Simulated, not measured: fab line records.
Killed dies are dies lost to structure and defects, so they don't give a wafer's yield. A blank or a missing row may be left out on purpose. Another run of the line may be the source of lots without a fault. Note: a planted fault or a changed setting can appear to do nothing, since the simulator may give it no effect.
Matching of chambers || flow n5 finfet || N5_MOL_CONTACT_COAG_ETCH_67 on rie diel-01: 4 sister chambers
The step etches SOC in N2/H2, target depth 60 nm, overetch 21 nm, time 101.2 s. 18 wafers are shown with their chamber, then 9 later ones without.

WAFERS WITH THEIR CHAMBER
{"wafer": "L235.1", "chamber": 0, "drypump motor current A (A)": 6.8, "showerhead plenum p Torr (Torr)": 2.53, "throttle valve pct (%)": 17.74}
{"wafer": "L235.2", "chamber": 2, "drypump motor current A (A)": 4.9, "showerhead plenum p Torr (Torr)": 2.44, "throttle valve pct (%)": 17.88}
{"wafer": "L235.5", "chamber": 0, "drypump motor current A (A)": 6.8, "showerhead plenum p Torr (Torr)": 2.53, "throttle valve pct (%)": 17.75}
{"wafer": "L240.2", "chamber": 2, "drypump motor current A (A)": 4.9, "showerhead plenum p Torr (Torr)": 2.43, "throttle valve pct (%)": 17.89}
{"wafer": "L240.5", "chamber": 1, "drypump motor current A (A)": 6.2, "showerhead plenum p Torr (Torr)": 2.69, "throttle valve pct (%)": 17.90}
{"wafer": "L240.6", "chamber": 0, "drypump motor current A (A)": 6.8, "showerhead plenum p Torr (Torr)": 2.53, "throttle valve pct (%)": 17.76}
{"wafer": "L243.1", "chamber": 2, "drypump motor current A (A)": 4.9, "showerhead plenum p Torr (Torr)": 2.43, "throttle valve pct (%)": 17.91}
{"wafer": "L243.3", "chamber": 0, "drypump motor current A (A)": 6.8, "showerhead plenum p Torr (Torr)": 2.53, "throttle valve pct (%)": 17.78}
{"wafer": "L243.6", "chamber": 2, "drypump motor current A (A)": 4.9, "showerhead plenum p Torr (Torr)": 2.43, "throttle valve pct (%)": 17.89}
{"wafer": "L244.1", "chamber": 2, "drypump motor current A (A)": 4.9, "showerhead plenum p Torr (Torr)": 2.43, "throttle valve pct (%)": 17.90}
{"wafer": "L244.3", "chamber": 1, "drypump motor current A (A)": 6.2, "showerhead plenum p Torr (Torr)": 2.68, "throttle valve pct (%)": 17.89}
{"wafer": "L244.6", "chamber": 2, "drypump motor current A (A)": 4.9, "showerhead plenum p Torr (Torr)": 2.43, "throttle valve pct (%)": 17.92}
{"wafer": "L249.2", "chamber": 2, "drypump motor current A (A)": 4.9, "showerhead plenum p Torr (Torr)": 2.43, "throttle valve pct (%)": 17.94}
{"wafer": "L249.4", "chamber": 0, "drypump motor current A (A)": 6.8, "showerhead plenum p Torr (Torr)": 2.52, "throttle valve pct (%)": 17.80}
{"wafer": "L249.6", "chamber": 1, "drypump motor current A (A)": 6.1, "showerhead plenum p Torr (Torr)": 2.68, "throttle valve pct (%)": 17.92}
{"wafer": "L251.4", "chamber": 3, "drypump motor current A (A)": 5.1, "showerhead plenum p Torr (Torr)": 2.48, "throttle valve pct (%)": 17.51}
{"wafer": "L251.5", "chamber": 3, "drypump motor current A (A)": 5.1, "showerhead plenum p Torr (Torr)": 2.48, "throttle valve pct (%)": 17.49}
{"wafer": "L251.6", "chamber": 0, "drypump motor current A (A)": 6.8, "showerhead plenum p Torr (Torr)": 2.52, "throttle valve pct (%)": 17.79}

SIGNATURES (means of the wafers above)
{"reading": "drypump motor current A", "chamber 0": 6.800, "chamber 1": 6.167, "chamber 2": 4.900, "chamber 3": 5.100, "scatter within a chamber": 0.0218}
{"reading": "showerhead plenum p Torr", "chamber 0": 2.5267, "chamber 1": 2.6833, "chamber 2": 2.4314, "chamber 3": 2.4800, "scatter within a chamber": 0.00452}
{"reading": "throttle valve pct", "chamber 0": 17.7700, "chamber 1": 17.9033, "chamber 2": 17.9043, "chamber 3": 17.5000, "scatter within a chamber": 0.0208}
Rule: for a wafer and a chamber, the distance is found by dividing, reading by reading, the gap between the wafer's reading and the chamber's mean by the reading's scatter, squaring, summing and taking the root. If the next closest chamber is less than 2 further off than the closest, the wafer can't be placed; otherwise it belongs to the closest. The scatter: take each reading less its chamber's mean, square it, sum over the shown wafers, divide by the number of wafers less the number of chambers, and take the root.

WAFERS WHOSE CHAMBER IS MISSING
{"wafer": "L252.2", "drypump motor current A (A)": 6.8, "showerhead plenum p Torr (Torr)": 2.52, "throttle valve pct (%)": 17.79}
{"wafer": "L252.4", "drypump motor current A (A)": 5.1, "showerhead plenum p Torr (Torr)": 2.48, "throttle valve pct (%)": 17.51}
{"wafer": "L252.5", "drypump motor current A (A)": 6.8, "showerhead plenum p Torr (Torr)": 2.52, "throttle valve pct (%)": 17.80}
{"wafer": "L254.1", "drypump motor current A (A)": 4.9, "showerhead plenum p Torr (Torr)": 2.42, "throttle valve pct (%)": 17.94}
{"wafer": "L254.4", "drypump motor current A (A)": 6.8, "showerhead plenum p Torr (Torr)": 2.52, "throttle valve pct (%)": 17.81}
{"wafer": "L254.5", "drypump motor current A (A)": 6.8, "showerhead plenum p Torr (Torr)": 2.52, "throttle valve pct (%)": 17.80}
{"wafer": "L255.2", "drypump motor current A (A)": 6.8, "showerhead plenum p Torr (Torr)": 2.51, "throttle valve pct (%)": 17.82}
{"wafer": "L255.4", "drypump motor current A (A)": 4.9, "showerhead plenum p Torr (Torr)": 2.42, "throttle valve pct (%)": 17.95}
{"wafer": "L255.6", "drypump motor current A (A)": 6.2, "showerhead plenum p Torr (Torr)": 2.67, "throttle valve pct (%)": 17.94}

WHICH CHAMBER EACH WENT THROUGH
{"wafer": "L252.2", "from the rows above": 0, "in truth": 0}
{"wafer": "L252.4", "from the rows above": 3, "in truth": 3}
{"wafer": "L252.5", "from the rows above": 0, "in truth": 0}
{"wafer": "L254.1", "from the rows above": 2, "in truth": 2}
{"wafer": "L254.4", "from the rows above": 0, "in truth": 0}
{"wafer": "L254.5", "from the rows above": 0, "in truth": 0}
{"wafer": "L255.2", "from the rows above": 0, "in truth": 0}
{"wafer": "L255.4", "from the rows above": 2, "in truth": 2}
{"wafer": "L255.6", "from the rows above": 1, "in truth": 1}
Correct placement for 9 of the 9. From these rows, 0 cannot be placed. Number placed wrongly: 0.
